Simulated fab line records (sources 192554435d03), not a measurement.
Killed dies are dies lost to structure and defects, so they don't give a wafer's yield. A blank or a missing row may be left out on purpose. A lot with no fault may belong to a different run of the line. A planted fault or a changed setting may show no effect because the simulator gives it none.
Matching of chambers || flow n5_finfet || rie_diel-02 running N5_BEOL_M4_ETCH_70: 4 sister chambers
The step etches SOC in N2/H2, target depth 80 nm, overetch 24 nm, time 130 s. 16 wafers are shown with their chamber, then 8 later ones without.

WAFERS, EACH WITH ITS CHAMBER
{"wafer": "L075.1", "chamber": 3, "showerhead_plenum_p_Torr (Torr)": 2.51, "drypump_motor_current_A (A)": 6.09, "throttle_valve_pct (%)": 17.49}
{"wafer": "L075.3", "chamber": 2, "showerhead_plenum_p_Torr (Torr)": 2.51, "drypump_motor_current_A (A)": 5.35, "throttle_valve_pct (%)": 17.46}
{"wafer": "L075.5", "chamber": 2, "showerhead_plenum_p_Torr (Torr)": 2.51, "drypump_motor_current_A (A)": 5.37, "throttle_valve_pct (%)": 17.46}
{"wafer": "L081.2", "chamber": 2, "showerhead_plenum_p_Torr (Torr)": 2.51, "drypump_motor_current_A (A)": 5.36, "throttle_valve_pct (%)": 17.49}
{"wafer": "L081.3", "chamber": 1, "showerhead_plenum_p_Torr (Torr)": 2.72, "drypump_motor_current_A (A)": 5.58, "throttle_valve_pct (%)": 17.51}
{"wafer": "L081.5", "chamber": 3, "showerhead_plenum_p_Torr (Torr)": 2.50, "drypump_motor_current_A (A)": 6.14, "throttle_valve_pct (%)": 17.51}
{"wafer": "L083.2", "chamber": 1, "showerhead_plenum_p_Torr (Torr)": 2.72, "drypump_motor_current_A (A)": 5.58, "throttle_valve_pct (%)": 17.51}
{"wafer": "L083.4", "chamber": 0, "showerhead_plenum_p_Torr (Torr)": 2.59, "drypump_motor_current_A (A)": 5.95, "throttle_valve_pct (%)": 18.00}
{"wafer": "L083.6", "chamber": 3, "showerhead_plenum_p_Torr (Torr)": 2.50, "drypump_motor_current_A (A)": 6.10, "throttle_valve_pct (%)": 17.52}
{"wafer": "L085.3", "chamber": 0, "showerhead_plenum_p_Torr (Torr)": 2.59, "drypump_motor_current_A (A)": 6.00, "throttle_valve_pct (%)": 18.00}
{"wafer": "L085.4", "chamber": 3, "showerhead_plenum_p_Torr (Torr)": 2.50, "drypump_motor_current_A (A)": 6.11, "throttle_valve_pct (%)": 17.53}
{"wafer": "L085.6", "chamber": 1, "showerhead_plenum_p_Torr (Torr)": 2.72, "drypump_motor_current_A (A)": 5.59, "throttle_valve_pct (%)": 17.53}
{"wafer": "L087.1", "chamber": 0, "showerhead_plenum_p_Torr (Torr)": 2.59, "drypump_motor_current_A (A)": 5.97, "throttle_valve_pct (%)": 17.99}
{"wafer": "L087.2", "chamber": 2, "showerhead_plenum_p_Torr (Torr)": 2.50, "drypump_motor_current_A (A)": 5.33, "throttle_valve_pct (%)": 17.50}
{"wafer": "L087.3", "chamber": 3, "showerhead_plenum_p_Torr (Torr)": 2.50, "drypump_motor_current_A (A)": 6.14, "throttle_valve_pct (%)": 17.54}
{"wafer": "L090.3", "chamber": 0, "showerhead_plenum_p_Torr (Torr)": 2.59, "drypump_motor_current_A (A)": 5.98, "throttle_valve_pct (%)": 18.01}

SIGNATURES (means of the wafers above)
{"reading": "showerhead_plenum_p_Torr", "chamber 0": 2.5900, "chamber 1": 2.7200, "chamber 2": 2.5075, "chamber 3": 2.5020, "scatter within a chamber": 0.00359}
{"reading": "drypump_motor_current_A", "chamber 0": 5.9750, "chamber 1": 5.5833, "chamber 2": 5.3525, "chamber 3": 6.1160, "scatter within a chamber": 0.0191}
{"reading": "throttle_valve_pct", "chamber 0": 18.0000, "chamber 1": 17.5167, "chamber 2": 17.4775, "chamber 3": 17.5180, "scatter within a chamber": 0.0164}
Rule: a wafer's distance from a chamber is the root of the sum, over the readings, of the square of ((its reading less the chamber's mean) divided by the reading's scatter). The wafer belongs to the nearest chamber; if the next one is less than 2 further off, it can't be placed. The scatter: take each reading less its chamber's mean, square it, sum over the shown wafers, divide by the number of wafers less the number of chambers, and take the root.

WAFERS WITHOUT THEIR CHAMBER
{"wafer": "L090.5", "showerhead_plenum_p_Torr (Torr)": 2.71, "drypump_motor_current_A (A)": 5.59, "throttle_valve_pct (%)": 17.55}
{"wafer": "L090.6", "showerhead_plenum_p_Torr (Torr)": 2.50, "drypump_motor_current_A (A)": 5.37, "throttle_valve_pct (%)": 17.52}
{"wafer": "L089.1", "showerhead_plenum_p_Torr (Torr)": 2.49, "drypump_motor_current_A (A)": 6.12, "throttle_valve_pct (%)": 17.55}
{"wafer": "L089.2", "showerhead_plenum_p_Torr (Torr)": 2.59, "drypump_motor_current_A (A)": 5.98, "throttle_valve_pct (%)": 18.01}
{"wafer": "L089.5", "showerhead_plenum_p_Torr (Torr)": 2.50, "drypump_motor_current_A (A)": 5.36, "throttle_valve_pct (%)": 17.53}
{"wafer": "L093.1", "showerhead_plenum_p_Torr (Torr)": 2.71, "drypump_motor_current_A (A)": 5.56, "throttle_valve_pct (%)": 17.54}
{"wafer": "L093.3", "showerhead_plenum_p_Torr (Torr)": 2.49, "drypump_motor_current_A (A)": 6.13, "throttle_valve_pct (%)": 17.56}
{"wafer": "L093.4", "showerhead_plenum_p_Torr (Torr)": 2.50, "drypump_motor_current_A (A)": 5.38, "throttle_valve_pct (%)": 17.53}

THE CHAMBER EACH PASSED THROUGH
{"wafer": "L090.5", "from the rows above": 1, "in truth": 1}
{"wafer": "L090.6", "from the rows above": 2, "in truth": 2}
{"wafer": "L089.1", "from the rows above": 3, "in truth": 3}
{"wafer": "L089.2", "from the rows above": 0, "in truth": 0}
{"wafer": "L089.5", "from the rows above": 2, "in truth": 2}
{"wafer": "L093.1", "from the rows above": 1, "in truth": 1}
{"wafer": "L093.3", "from the rows above": 3, "in truth": 3}
{"wafer": "L093.4", "from the rows above": 2, "in truth": 2}
8 of 8 placed correctly. Number that these rows cannot place: 0. Placed wrongly: 0.
